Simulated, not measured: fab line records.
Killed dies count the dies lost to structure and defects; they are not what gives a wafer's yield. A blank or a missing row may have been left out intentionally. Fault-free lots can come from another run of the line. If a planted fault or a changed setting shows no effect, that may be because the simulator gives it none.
fab line records	flow nand-harc
[record] lots = 24	wafers = 72	last-day = 24
route steps=1159 shown A_STAIRCASE@727 A_SGD_CUT@760 A_WL_FILL@813 A_CONTACT@855
lots that met no fault: taken from a fault-free run of the same line
start-h: hours from the record's first day to the start of the lot's first wafer shown	wait-h: how many hours have passed since the lot's step before this one	" same as the row above	L1.1+2: a row that stands for several wafers	- no value, or no start given	* or withheld: withheld	< > ~ a bound
route shown NAME@n: a module of which the file shows steps, and the number in the route of the first	usual: mean/standard deviation of fault-free wafers	same: alike in all rows	chamber/n: place in a boat	sites: the reading at each site	_std_site: their standard deviation	_edge_site: outer sites' mean less inner sites'	radius-mm: how far each site lies from the wafer's centre	mask NAME#n: copy n	behind: the last tool/chamber to shape the wafer	hold: the reason the lot was held/the length of the hold in hours/how it ended	device: whichever transistor did not switch (one of n, p or np)	end of line: the tests these same wafers got at the end of their route	a step given without rows: its recipe and nothing more	killed: the dies lost at the first sort to structure and to defects; this is not the yield of the wafer	map: a wafer's dies, marking killed ones x, the rest . and places with no die _
set.NAME: setting as actually run; set.NAME@STEP: the setting as run at that earlier step	model.NAME: the simulator's own value behind a step, which no gauge read
steps of the route over a sample of lots; a table a step, a row a wafer
services: a tool's chamber out of use, with start hour (start-h, from the record's first day; less than 0 if before it), hours out, and reason
[[steps]]
[step NHARC_A_STAIRCASE_ETCH_444]
[recipe] target-depth-a = 1.02e+05	time-s = 3400	c4f8-flow-sccm = 20	o2-flow-sccm = 10	ar-flow-sccm = withheld	rf-w = 600	bias-w = 1000	chemistry = C4F8/O2
[usual] oes-product-au = 0.928/0.013	rf-vpp-V = 806/5.1
lot.wafer	tool	chamber	start-h	wait-h	oes-product-au	rf-hours-counter-h	rf-vpp-V
L074.2	rie-diel-11	2	299.33	0.4	0.933	41	810
L074.4	"	3	"	"	0.934	41	813
L074.6	"	2	"	"	0.920	-	813
L075.3	rie-diel-11	0	308.46	0.1	0.923	43	799
L075.1	"	2	"	"	0.926	45	812
L075.6	"	0	"	"	0.928	-	800
L076.2	rie-diel-12	0	308.88	0.3	0.922	30	806
L076.3	"	2	"	"	0.919	30	805
L076.5	"	0	"	"	0.920	-	808
L077.1	rie-diel-04	3	321.31	0.1	0.945	10	810
L077.3	"	2	"	"	0.938	9	803
L077.5	"	0	"	"	0.966	-	800
L078.3	rie-diel-12	3	321.58	0.6	0.921	37	812
L078.6	"	1	"	"	0.924	-	800
L078.5	"	2	"	"	0.932	-	807
L079.1	rie-diel-12	0	333.72	0.1	0.925	41	807
L079.3	"	1	"	"	0.913	40	801
L079.2	"	3	"	"	0.920	42	811
L081.4	rie-diel-12	3	347.49	0.1	0.919	46	811
L081.5	"	3	"	"	0.923	-	810
L081.6	"	0	"	"	0.926	-	808
L080.1	rie-diel-11	1	347.93	0.3	0.935	62	801
L080.5	"	0	"	"	0.938	-	798
L080.6	"	1	"	"	0.942	-	800
L083.3	rie-diel-12	2	358.07	0.1	0.932	50	806
L083.2	"	0	"	"	0.927	52	806
L083.4	"	1	"	"	0.906	50	800
L082.4	rie-diel-04	1	358.24	0.1	0.928	18	802
L082.3	"	3	"	"	0.927	24	811
L082.6	"	1	"	"	0.926	-	802
L085.1	rie-diel-04	2	371.02	0.1	0.919	26	805
L085.3	"	1	"	"	0.922	22	803
L085.5	"	2	"	"	0.928	-	804
L086.3	rie-diel-12	1	378.51	0.3	0.921	58	801
L086.1	"	2	"	"	0.930	59	806
L086.5	"	1	"	"	0.915	-	801
L087.2	rie-diel-04	0	378.72	0.7	0.935	29	799
L087.3	"	1	"	"	0.931	26	801
L087.5	"	2	"	"	0.923	-	803
L084.3	rie-diel-04	2	388.45	0.2	0.933	36	804
L084.2	"	0	"	"	0.932	34	800
L084.4	"	1	"	"	0.931	30	803
L089.3	rie-diel-04	1	389.87	1.5	0.935	31	803
L089.4	"	3	"	"	0.917	37	812
L089.5	"	2	"	"	0.921	-	805
L088.3	rie-diel-04	2	391.30	2.9	0.927	40	803
L088.1	"	3	"	"	0.921	38	811
L088.6	"	2	"	"	0.914	-	805
L090.2	rie-diel-11	2	399.67	0.3	0.958	9	811
L090.1	"	3	"	"	0.986	7	812
L090.3	"	0	"	"	0.980	9	816
L094.3	rie-diel-11	0	412.97	0.1	0.911	13	815
L094.1	"	1	"	"	0.916	15	801
L094.5	"	1	"	"	0.921	-	799
L091.4	rie-diel-04	2	413.27	0.8	0.922	48	803
L091.6	"	3	"	"	0.916	-	810
L091.5	"	0	"	"	0.924	-	800
L093.3	rie-diel-12	0	413.71	1.0	0.920	6	806
L093.2	"	1	"	"	0.913	7	800
L093.6	"	3	"	"	0.915	-	811
L092.1	rie-diel-11	1	421.60	0.1	0.927	20	800
L092.2	"	0	"	"	0.928	17	815
L092.6	"	1	"	"	0.932	-	801
L097.2	rie-diel-12	3	442.53	0.1	0.940	16	812
L097.3	"	2	"	"	0.936	17	806
L097.6	"	3	"	"	0.930	-	810
L096.4	rie-diel-11	0	442.54	0.1	0.918	23	813
L096.1	"	2	"	"	0.928	26	811
L096.3	"	3	"	"	0.939	21	814
L095.2	rie-diel-11	1	443.95	1.4	0.928	29	800
L095.4	"	2	"	"	0.928	27	812
L095.3	"	3	"	"	0.938	22	814
[step NHARC_A_STAIRCASE_ETCHBACK_422]
[recipe] target-depth-a = 400	over-etch-frac = 0.3	time-s = 74.286	ion-energy-ev = 120	ch3f-flow-sccm = 50	o2-flow-sccm = 30	ar-flow-sccm = 200	rf-w = 500	bias-w = 100	chemistry = CH3F/O2
[usual] ch3f-flow-sccm = 49.99/0.14	drypump-motor-current-A = 5.5/0.48	o2-flow-sccm = 30.02/0.087	oes-product-au = 0.97/0.038	rf-vpp-V = 244.1/1.8	showerhead-plenum-p-Torr = 2.45/0.12	throttle-valve-pct = 20.664/0.0091
lot.wafer	tool	chamber	start-h	wait-h	ch3f-flow-sccm	drypump-motor-current-A	o2-flow-sccm	oes-product-au	rf-hours-counter-h	rf-vpp-V	showerhead-plenum-p-Torr	throttle-valve-pct
L074.2	rie-diel-04	2	305.62	0.2	50.06	5.7	30.09	0.99	4	244.6	2.40	20.664
L074.6	"	3	"	"	49.94	5.2	30.07	0.99	-	246.1	2.55	20.649
L074.4	"	0	"	"	49.89	5.0	30.05	0.99	-	242.0	2.31	20.665
L075.3	rie-diel-12	3	312.07	0.1	49.98	6.0	30.04	0.91	33	244.2	2.55	20.664
L075.1	"	2	"	"	50.13	5.8	30.08	0.91	31	244.2	2.45	20.666
L075.6	"	0	"	"	50.02	5.7	29.97	0.92	-	244.7	2.45	20.653
L076.2	rie-diel-04	2	312.39	0.2	49.90	5.7	30.05	0.99	6	243.7	2.40	20.663
L076.3	"	3	"	"	50.20	5.2	30.03	1.00	6	245.3	2.55	20.668
L076.5	"	2	"	"	49.84	5.7	29.72	0.99	-	243.4	2.40	20.670
L078.3	rie-diel-04	0	324.72	0.2	50.00	5.0	29.90	1.00	12	242.3	2.31	20.678
L078.6	"	2	"	"	50.01	5.7	30.00	1.00	-	242.4	2.40	20.647
L078.5	"	3	"	"	49.79	5.3	29.78	0.99	-	244.6	2.55	20.665
L077.3	rie-diel-04	1	324.96	0.2	49.89	6.2	29.92	0.93	6	244.5	2.36	20.674
L077.1	"	2	"	"	50.11	5.7	30.06	0.91	11	244.2	2.40	20.670
L077.5	"	3	"	"	49.95	5.3	29.95	0.93	-	245.7	2.55	20.663
L079.2	rie-diel-04	2	337.47	0.2	49.95	5.7	30.23	0.99	15	243.9	2.40	20.657
L079.1	"	3	"	"	50.19	5.3	30.06	0.99	17	246.0	2.54	20.647
L079.3	"	0	"	"	50.26	5.0	30.12	1.00	16	241.2	2.30	20.669
L081.4	rie-diel-12	1	351.30	0.1	50.10	5.0	29.99	1.00	48	241.8	2.33	20.670
L081.6	"	0	"	"	50.05	5.8	30.02	1.01	-	244.4	2.44	20.645
L081.5	"	1	"	"	50.06	5.0	29.92	1.01	-	243.4	2.33	20.674
L080.1	rie-diel-11	2	351.45	0.2	49.97	4.8	30.08	1.00	61	244.9	2.57	20.670
L080.5	"	2	"	"	49.84	4.8	29.93	1.01	-	243.6	2.57	20.665
L080.6	"	3	"	"	49.70	6.0	30.17	0.99	-	246.9	2.61	20.656
L083.3	rie-diel-04	2	361.66	0.1	49.78	5.7	29.97	0.92	25	244.5	2.39	20.663
L083.2	"	3	"	"	50.12	5.3	30.03	0.93	25	246.8	2.54	20.675
L083.4	"	0	"	"	49.94	5.0	29.87	0.92	24	243.8	2.30	20.653
L082.3	rie-diel-04	3	361.88	0.1	50.14	5.3	30.09	1.00	25	243.9	2.54	20.657
L082.4	"	0	"	"	49.83	5.0	30.12	0.99	24	241.2	2.30	20.674
L082.6	"	2	"	"	49.90	5.7	29.98	0.99	-	244.2	2.39	20.650
L085.3	rie-diel-04	0	374.74	0.2	49.80	5.0	30.04	0.93	28	242.7	2.30	20.669
L085.1	"	3	"	"	49.94	5.3	30.07	0.92	29	244.0	2.54	20.656
L085.5	"	1	"	"	50.07	6.2	29.88	0.93	-	242.6	2.36	20.658
L087.3	rie-diel-11	0	381.86	0.1	50.11	5.1	30.00	0.99	2	246.8	2.66	20.665
L087.2	"	1	"	"	50.12	6.4	29.88	1.00	2	242.2	2.32	20.666
L087.5	"	0	"	"	49.81	5.0	29.93	1.00	-	248.2	2.66	20.680
L086.1	rie-diel-11	2	381.92	0.2	50.15	4.8	30.05	1.01	2	246.0	2.56	20.667
L086.3	"	0	"	"	50.08	5.1	29.96	1.00	2	247.0	2.66	20.663
L086.5	"	2	"	"	50.02	4.8	29.93	1.02	-	246.3	2.56	20.659
L084.4	rie-diel-11	3	392.05	0.2	50.32	5.9	30.11	1.00	5	247.1	2.61	20.666
L084.3	"	0	"	"	49.84	5.1	30.06	1.00	6	247.1	2.66	20.661
L084.2	"	1	"	"	49.89	6.4	30.16	1.01	6	241.4	2.32	20.667
L089.3	rie-diel-12	2	393.76	0.1	49.82	5.8	30.15	1.01	2	244.1	2.44	20.659
L089.4	"	1	"	"	50.02	5.0	29.97	1.00	2	243.4	2.32	20.649
L089.5	"	3	"	"	49.84	5.9	29.87	1.01	-	244.0	2.54	20.672
L088.3	rie-diel-04	0	394.91	0.1	50.02	5.0	29.91	1.01	37	240.8	2.30	20.670
L088.1	"	2	"	"	50.32	5.7	29.94	1.00	42	243.4	2.39	20.651
L088.6	"	3	"	"	50.04	5.3	30.03	1.00	-	245.0	2.53	20.664
L090.1	rie-diel-11	0	403.03	0.1	49.87	5.1	29.96	0.92	9	246.6	2.66	20.670
L090.2	"	1	"	"	49.91	6.4	30.07	0.92	11	243.1	2.32	20.672
L090.3	"	2	"	"	50.08	4.8	30.06	0.93	11	247.0	2.56	20.660
L091.4	rie-diel-11	3	416.16	0.1	50.05	5.9	30.11	1.01	13	245.4	2.60	20.653
L091.6	"	2	"	"	50.02	4.8	29.98	1.00	-	245.8	2.56	20.659
L091.5	"	3	"	"	49.97	5.9	29.94	1.02	-	245.8	2.60	20.670
L094.3	rie-diel-12	2	416.57	0.1	49.94	5.8	29.94	1.01	9	243.2	2.44	20.669
L094.1	"	1	"	"	50.30	5.0	30.11	0.99	8	244.0	2.32	20.661
L094.5	"	3	"	"	49.90	5.9	30.00	1.00	-	247.1	2.53	20.678
L093.3	rie-diel-04	0	416.87	0.1	49.98	5.0	29.91	0.93	46	241.4	2.29	20.693
L093.2	"	2	"	"	49.95	5.7	29.93	0.92	49	243.6	2.38	20.656
L093.6	"	0	"	"	49.79	5.0	29.91	0.92	-	241.0	2.29	20.656
L092.1	rie-diel-11	1	426.76	0.1	50.14	6.4	30.02	0.93	22	241.3	2.32	20.664
L092.2	"	2	"	"	49.85	4.8	30.08	0.92	21	245.2	2.56	20.670
L092.6	"	1	"	"	50.06	6.4	30.08	0.93	-	241.5	2.32	20.656
L096.1	rie-diel-12	0	446.51	0.5	49.79	5.7	30.02	0.92	17	243.4	2.43	20.680
L096.4	"	1	"	"	49.98	5.0	30.10	0.92	17	241.7	2.32	20.660
L096.3	"	3	"	"	49.93	5.9	30.02	0.92	19	244.4	2.53	20.670
L097.3	rie-diel-04	0	446.58	0.5	50.20	5.0	29.89	0.92	55	242.3	2.29	20.672
L097.2	"	3	"	"	49.86	5.3	30.05	0.93	58	245.8	2.53	20.669
L097.6	"	1	"	"	49.99	6.2	29.95	0.93	-	244.0	2.35	20.669
L095.4	rie-diel-04	0	447.57	0.1	49.84	5.0	30.03	0.93	56	241.6	2.29	20.679
L095.3	"	1	"	"	50.12	6.2	30.11	0.94	51	241.9	2.35	20.658
L095.2	"	2	"	"	49.90	5.7	29.99	0.93	58	243.1	2.38	20.649
[step NHARC_A_SGD_CUT_INSPECT_11]
[usual] raw-defect-count = 17/9.4
lot.wafer	tool	chamber	start-h	wait-h	raw-defect-count
L074.2	defect-inspect-01	-	307.79	0.0	3
L074.4	"	-	"	"	5
L074.6	"	-	"	"	8
L075.1	defect-inspect-01	-	314.36	0.0	8
L075.3	"	-	"	"	6
L075.6	"	-	"	"	8
L076.2	defect-inspect-01	-	315.20	0.0	17
L076.3	"	-	"	"	22
L076.5	"	-	"	"	17
L078.3	defect-inspect-01	-	326.90	0.0	22
L078.5	"	-	"	"	17
L078.6	"	-	"	"	26
L077.1	defect-inspect-01	-	327.13	0.0	9
L077.3	"	-	"	"	6
L077.5	"	-	"	"	3
L079.1	defect-inspect-01	-	339.59	0.0	24
L079.2	"	-	"	"	24
L079.3	"	-	"	"	19
L081.4	defect-inspect-01	-	353.45	0.0	10
L081.5	"	-	"	"	8
L081.6	"	-	"	"	6
L080.1	defect-inspect-02	-	353.64	0.0	20
L080.5	"	-	"	"	28
L080.6	"	-	"	"	14
L083.2	defect-inspect-02	-	363.83	0.0	14
L083.3	"	-	"	"	18
L083.4	"	-	"	"	9
L082.3	defect-inspect-01	-	364.04	0.0	34
L082.4	"	-	"	"	34
L082.6	"	-	"	"	29
L085.1	defect-inspect-01	-	376.90	0.0	20
L085.3	"	-	"	"	10
L085.5	"	-	"	"	10
L087.2	defect-inspect-01	-	384.29	0.0	38
L087.3	"	-	"	"	24
L087.5	"	-	"	"	20
L086.1	defect-inspect-01	-	384.45	0.0	5
L086.3	"	-	"	"	6
L086.5	"	-	"	"	13
L084.2	defect-inspect-02	-	394.22	0.0	6
L084.3	"	-	"	"	8
L084.4	"	-	"	"	14
L089.3	defect-inspect-01	-	395.80	0.0	31
L089.4	"	-	"	"	29
L089.5	"	-	"	"	32
L088.1	defect-inspect-01	-	397.07	0.0	8
L088.3	"	-	"	"	10
L088.6	"	-	"	"	10
L090.1	defect-inspect-01	-	405.33	0.0	28
L090.2	"	-	"	"	27
L090.3	"	-	"	"	29
L091.4	defect-inspect-02	-	418.33	0.0	16
L091.5	"	-	"	"	17
L091.6	"	-	"	"	7
L094.1	defect-inspect-02	-	418.74	0.0	36
L094.3	"	-	"	"	31
L094.5	"	-	"	"	26
L093.2	defect-inspect-02	-	419.02	0.0	13
L093.3	"	-	"	"	17
L093.6	"	-	"	"	10
L092.1	defect-inspect-01	-	428.92	0.0	39
L092.2	"	-	"	"	37
L092.6	"	-	"	"	40
L096.1	defect-inspect-01	-	448.88	0.0	15
L096.3	"	-	"	"	16
L096.4	"	-	"	"	18
L097.2	defect-inspect-02	-	449.04	0.0	13
L097.3	"	-	"	"	16
L097.6	"	-	"	"	20
L095.2	defect-inspect-02	-	449.75	0.0	11
L095.3	"	-	"	"	13
L095.4	"	-	"	"	15
[step NHARC_A_WL_FILL_CVD_03]
[recipe] target-thk-a = 400	temp-c = 300	pressure-torr = 40	wf6-flow-sccm = 40	h2-flow-sccm = 1600	ar-flow-sccm = 1560	time-s = 3302	material = W
[usual] heater-power-w = 516/38	throttle-valve-pct = 8.06/0.22
lot.wafer	tool	chamber	start-h	wait-h	heater-power-w	throttle-valve-pct
L074.2	cvd-w-02	1	333.93	1.4	506	8.08
L074.4	"	1	"	"	518	7.82
L074.6	"	0	"	"	442	8.16
L076.2	cvd-w-01	1	345.31	5.6	546	7.85
L076.3	"	1	"	"	560	7.59
L076.5	"	0	"	"	515	8.32
L075.1	cvd-w-02	0	345.48	2.3	446	7.96
L075.3	"	1	346.89	3.7	517	7.71
L075.6	"	1	"	"	505	7.82
L077.1	cvd-w-02	1	351.19	0.5	498	8.04
L077.3	"	0	"	"	437	8.27
L077.5	"	1	353.06	2.4	499	8.03
L078.3	cvd-w-01	1	352.09	1.5	561	8.06
L078.5	"	0	"	"	509	8.36
L078.6	"	1	"	"	567	8.06
L079.2	cvd-w-02	1	361.49	0.1	509	8.14
L079.1	"	0	"	"	439	8.12
L079.3	"	1	"	"	513	7.76
L080.1	cvd-w-01	1	379.31	0.1	572	7.90
L080.6	"	1	381.17	1.9	559	7.88
L080.5	"	0	"	"	518	8.67
L081.4	cvd-w-01	1	387.50	2.4	568	8.30
L081.5	"	0	"	"	510	7.90
L081.6	"	1	"	"	556	8.12
L082.4	cvd-w-01	0	389.85	4.8	512	8.07
L082.3	"	1	"	"	571	7.79
L082.6	"	0	"	"	530	8.14
L083.2	cvd-w-02	0	393.01	4.2	471	7.96
L083.3	"	0	"	"	459	7.91
L083.4	"	1	"	"	532	7.68
L085.1	cvd-w-01	0	405.57	0.1	522	8.36
L085.3	"	0	"	"	507	8.31
L085.5	"	0	"	"	511	8.38
L087.2	cvd-w-02	0	410.90	1.4	463	7.91
L087.3	"	1	"	"	502	7.62
L087.5	"	0	412.76	3.3	458	7.95
L086.1	cvd-w-01	1	413.22	3.6	548	7.87
L086.3	"	0	"	"	517	8.10
L086.5	"	1	415.10	5.5	561	7.98
L084.2	cvd-w-01	1	418.27	0.1	569	7.82
L084.3	"	1	"	"	553	7.84
L084.4	"	0	"	"	511	8.26
L089.3	cvd-w-02	0	419.39	1.0	456	8.07
L089.4	"	1	"	"	525	7.76
L089.5	"	1	"	"	527	8.03
L088.1	cvd-w-01	0	421.07	2.5	515	8.29
L088.3	"	0	422.93	4.4	515	8.31
L088.6	"	0	425.74	7.2	523	8.59
L090.1	cvd-w-01	1	428.91	0.1	570	7.89
L090.2	"	0	"	"	520	8.41
L090.3	"	0	"	"	521	8.29
L093.2	cvd-w-02	1	443.71	1.8	524	8.17
L093.3	"	0	445.11	3.2	463	7.87
L093.6	"	0	"	"	468	8.19
L091.4	cvd-w-01	1	445.02	3.3	560	7.95
L091.6	"	0	"	"	528	8.09
L091.5	"	1	"	"	577	8.10
L094.1	cvd-w-01	0	446.43	4.6	535	8.40
L094.3	"	0	"	"	513	8.24
L094.5	"	1	448.79	6.9	551	7.75
L092.2	cvd-w-02	0	451.79	0.1	475	7.99
L092.1	"	1	"	"	518	7.80
L092.6	"	1	454.11	2.4	524	8.09
L096.1	cvd-w-01	0	471.48	0.1	503	8.59
L096.3	"	0	"	"	515	8.46
L096.4	"	1	"	"	567	7.98
L095.2	cvd-w-02	1	471.51	0.1	526	7.80
L095.4	"	1	"	"	507	7.84
L095.3	"	0	"	"	471	7.92
L097.2	cvd-w-01	1	474.80	3.2	562	7.72
L097.3	"	1	"	"	566	8.35
L097.6	"	0	"	"	523	8.38
[step NHARC_A_WL_FILL_ETCHBACK_26]
[recipe] target-depth-a = 520	time-s = 13.3	hbr-flow-sccm = 150	rf-w = 350	icp-w = 350	bias-w = 60	chemistry = HBr
[usual] drypump-motor-current-A = 5.6/0.33	oes-product-au = 1.001/0.0072	throttle-valve-pct = 23.266/0.0082
lot.wafer	tool	chamber	start-h	wait-h	drypump-motor-current-A	oes-product-au	rf-hours-counter-h	throttle-valve-pct
L074.2	rie-si-06	3	351.73	0.4	5.5	0.987	1.1	23.272
L074.4	"	0	"	"	5.5	0.989	1.1	23.268
L074.6	"	0	"	"	5.5	0.994	-	23.264
L075.1	rie-si-04	3	363.66	0.4	6.1	1.000	0.7	23.270
L075.3	"	1	"	"	5.7	1.008	0.7	23.268
L075.6	"	3	"	"	6.1	1.004	-	23.278
L076.2	rie-si-01	3	363.67	0.4	5.3	1.009	0.4	23.276
L076.3	"	0	"	"	5.8	1.006	0.3	23.259
L076.5	"	1	"	"	5.4	0.996	-	23.278
L077.3	rie-si-04	1	371.23	0.4	5.7	1.001	0.7	23.275
L077.1	"	3	"	"	6.1	1.001	0.8	23.271
L077.5	"	1	"	"	5.7	0.996	-	23.253
L078.3	rie-si-06	1	371.27	0.4	5.2	1.002	0	23.252
L078.6	"	2	"	"	6.0	1.001	-	23.271
L078.5	"	3	"	"	5.5	1.006	-	23.261
L079.3	rie-si-04	1	384.85	0.4	5.7	1.008	0.8	23.267
L079.2	"	3	"	"	6.1	1.000	0.8	23.262
L079.1	"	0	"	"	5.0	1.001	0.8	23.258
L080.1	rie-si-01	1	398.49	0.4	5.4	1.010	0.5	23.260
L080.6	"	2	"	"	5.7	0.993	-	23.268
L080.5	"	0	"	"	5.8	1.007	-	23.270
L082.3	rie-si-01	1	405.68	0.4	5.4	1.010	0.6	23.269
L082.6	"	1	"	"	5.4	0.994	-	23.271
L082.4	"	0	"	"	5.8	0.999	-	23.257
L081.4	rie-si-04	1	405.72	0.4	5.7	1.005	0.9	23.273
L081.6	"	2	"	"	5.9	0.994	-	23.262
L081.5	"	3	"	"	6.1	1.004	-	23.268
L083.4	rie-si-04	3	412.37	0.4	6.1	0.990	1.0	23.284
L083.2	"	0	"	"	5.0	0.999	0.9	23.276
L083.3	"	2	"	"	5.9	0.992	1.0	23.261
L085.3	rie-si-01	2	424.78	0.4	5.7	1.010	0.8	23.263
L085.1	"	3	"	"	5.2	1.006	0.9	23.279
L085.5	"	1	"	"	5.4	0.998	-	23.277
L087.2	rie-si-04	2	429.58	0.4	5.9	1.012	1.1	23.260
L087.3	"	0	"	"	5.0	0.992	1.0	23.267
L087.5	"	2	"	"	5.9	0.995	-	23.260
L086.3	rie-si-06	0	429.59	0.4	5.4	1.009	0.3	23.272
L086.1	"	1	"	"	5.2	1.006	0.5	23.282
L086.5	"	0	"	"	5.4	1.002	-	23.276
L084.2	rie-si-01	2	437.13	0.4	5.7	0.997	0.9	23.260
L084.4	"	2	"	"	5.7	0.999	-	23.259
L084.3	"	3	"	"	5.2	0.993	-	23.279
L089.4	rie-si-04	0	437.15	0.4	5.0	0.995	1.1	23.268
L089.3	"	1	"	"	5.7	1.007	1.1	23.265
L089.5	"	3	"	"	6.1	0.998	-	23.267
L088.3	rie-si-06	0	443.36	0.4	5.5	1.009	0.5	23.270
L088.1	"	1	"	"	5.2	1.012	0.6	23.255
L088.6	"	0	"	"	5.5	0.997	-	23.268
L090.3	rie-si-06	2	447.98	0.4	6.0	1.010	0.6	23.263
L090.2	"	3	"	"	5.5	1.008	0.4	23.266
L090.1	"	1	"	"	5.2	1.020	0.7	23.260
L094.3	rie-si-06	0	462.38	0.4	5.4	0.998	0.6	23.266
L094.1	"	2	"	"	6.0	0.996	0.8	23.253
L094.5	"	3	"	"	5.5	1.005	-	23.256
L091.4	rie-si-04	0	462.38	0.4	5.0	0.997	0	23.276
L091.6	"	3	"	"	6.1	0.985	-	23.278
L091.5	"	0	"	"	5.0	1.004	-	23.274
L093.2	rie-si-01	0	462.39	0.4	5.8	0.997	0.9	23.264
L093.3	"	1	"	"	5.4	0.994	1.1	23.254
L093.6	"	3	"	"	5.2	0.991	-	23.276
L092.2	rie-si-01	3	471.08	0.4	5.3	1.006	1.4	23.265
L092.1	"	0	"	"	5.8	1.000	1.0	23.277
L092.6	"	3	"	"	5.3	1.002	-	23.257
L097.2	rie-si-01	0	492.80	0.4	5.8	1.012	0.1	23.267
L097.3	"	1	"	"	5.4	1.006	0.0	23.268
L097.6	"	0	"	"	5.8	1.003	-	23.259
L096.3	rie-si-04	2	492.80	0.4	5.9	0.996	0.2	23.267
L096.1	"	0	"	"	5.0	0.998	0.2	23.254
L096.4	"	1	"	"	5.7	0.987	0.1	23.280
L095.2	rie-si-06	1	492.81	0.4	5.2	1.017	0.9	23.260
L095.3	"	2	"	"	6.0	1.009	0.9	23.270
L095.4	"	3	"	"	5.5	1.003	0.8	23.257
[step NHARC_A_CONTACT_OVL_MEAS_43]
[usual] overlay-x-nm = -0.1/0.91	overlay-y-nm = 0.0/0.76
lot.wafer	tool	chamber	start-h	wait-h	overlay-x-nm	overlay-y-nm
L074.2	overlay-02	-	362.99	-	-1.5	-0.5
L074.4	"	-	"	"	-2.0	0.2
L074.6	"	-	"	"	-2.4	-0.2
L075.1	overlay-02	-	374.88	-	0.5	-0.1
L075.3	"	-	"	"	0.3	0.3
L075.6	"	-	"	"	0.3	0.1
L076.2	overlay-02	-	375.34	-	0.0	0.6
L076.3	"	-	"	"	0.5	0.5
L076.5	"	-	"	"	0.6	0.9
L078.3	overlay-02	-	381.61	-	-0.3	0.3
L078.5	"	-	"	"	-0.6	0.4
L078.6	"	-	"	"	0.3	0.4
L077.1	overlay-01	-	381.76	-	-1.7	-0.9
L077.3	"	-	"	"	-2.3	-0.1
L077.5	"	-	"	"	-1.4	-0.6
L079.1	overlay-02	-	400.97	-	1.4	-0.3
L079.2	"	-	"	"	1.4	-0.1
L079.3	"	-	"	"	1.1	-0.1
L080.1	overlay-02	-	410.07	-	0.2	0.7
L080.5	"	-	"	"	0.6	0.7
L080.6	"	-	"	"	-0.1	0.6
L081.4	overlay-01	-	417.94	-	-0.6	0.3
L081.5	"	-	"	"	-0.4	0.8
L081.6	"	-	"	"	-0.2	0.6
L082.3	overlay-01	-	419.99	-	-1.3	0.6
L082.4	"	-	"	"	-1.6	1.2
L082.6	"	-	"	"	-1.7	0.8
L083.2	overlay-02	-	422.46	-	1.2	0.5
L083.3	"	-	"	"	0.9	1.0
L083.4	"	-	"	"	0.8	1.0
L085.1	overlay-02	-	435.59	-	0.0	-1.8
L085.3	"	-	"	"	-0.5	-1.8
L085.5	"	-	"	"	0.3	-1.5
L086.1	overlay-02	-	439.75	-	-0.5	-0.2
L086.3	"	-	"	"	-0.4	-0.6
L086.5	"	-	"	"	-1.4	-0.6
L087.2	overlay-02	-	441.20	-	-0.7	-0.7
L087.3	"	-	"	"	-0.8	-0.2
L087.5	"	-	"	"	-0.5	-0.7
L089.3	overlay-02	-	446.84	-	0.9	0.6
L089.4	"	-	"	"	1.6	0.0
L089.5	"	-	"	"	1.4	0.8
L084.2	overlay-02	-	447.26	-	0.9	0.3
L084.3	"	-	"	"	0.7	0.5
L084.4	"	-	"	"	0.7	0.8
L088.1	overlay-02	-	456.18	-	0.0	-0.6
L088.3	"	-	"	"	0.3	0.1
L088.6	"	-	"	"	0.3	-0.3
L090.1	overlay-02	-	460.84	-	0.3	-0.3
L090.2	"	-	"	"	0.2	-0.5
L090.3	"	-	"	"	0.0	-0.3
L091.4	overlay-02	-	473.10	-	0.5	-1.8
L091.5	"	-	"	"	1.0	-1.4
L091.6	"	-	"	"	1.1	-1.3
L093.2	overlay-01	-	474.63	-	-0.3	-1.5
L093.3	"	-	"	"	0.1	-0.7
L093.6	"	-	"	"	0.1	-1.0
L094.1	overlay-02	-	477.97	-	-0.8	-0.2
L094.3	"	-	"	"	-0.9	-0.3
L094.5	"	-	"	"	-0.6	0.4
L092.1	overlay-01	-	485.69	-	0.1	0.9
L092.2	"	-	"	"	-0.1	0.8
L092.6	"	-	"	"	0.6	0.8
L097.2	overlay-01	-	504.68	-	-0.3	0.5
L097.3	"	-	"	"	0.3	1.6
L097.6	"	-	"	"	0.0	0.9
L095.2	overlay-02	-	506.86	-	-0.1	0.8
L095.3	"	-	"	"	-0.2	0.3
L095.4	"	-	"	"	0.3	0.5
L096.1	overlay-01	-	508.90	-	-1.0	-0.4
L096.3	"	-	"	"	-1.0	-0.4
L096.4	"	-	"	"	-1.5	-0.6
[[services]]
tool	chamber	start-h	hours	kind
rie-si-04	-	276.00	9.0	pm
cvd-w-01	1	282.20	5.0	repair
rie-diel-04	-	288.90	9.0	pm
cvd-w-01	-	300.41	13.0	pm
rie-si-01	-	304.00	9.0	pm
rie-diel-04	2	362.65	7.9	repair
rie-diel-11	2	363.14	3.9	repair
rie-diel-11	-	366.82	9.0	pm
cvd-w-02	-	379.58	13.0	pm
rie-diel-12	-	379.69	9.0	pm
rie-diel-04	3	381.53	3.7	repair
rie-diel-12	3	406.51	1.2	repair
rie-si-04	-	423.47	2.0	repair
rie-diel-12	-	423.86	1.4	repair
rie-diel-04	-	442.20	0.7	repair
rie-si-04	2	443.81	8.1	repair
rie-si-04	-	446.80	1.2	repair
rie-diel-12	3	450.91	2.4	repair
rie-si-04	-	453.00	9.0	pm
rie-diel-04	0	461.25	4.9	repair
rie-diel-04	-	465.96	9.0	pm
rie-si-04	1	472.54	13.4	repair
cvd-w-01	-	481.41	13.0	pm
rie-diel-04	-	487.82	1.0	repair
[[key]]
fault none
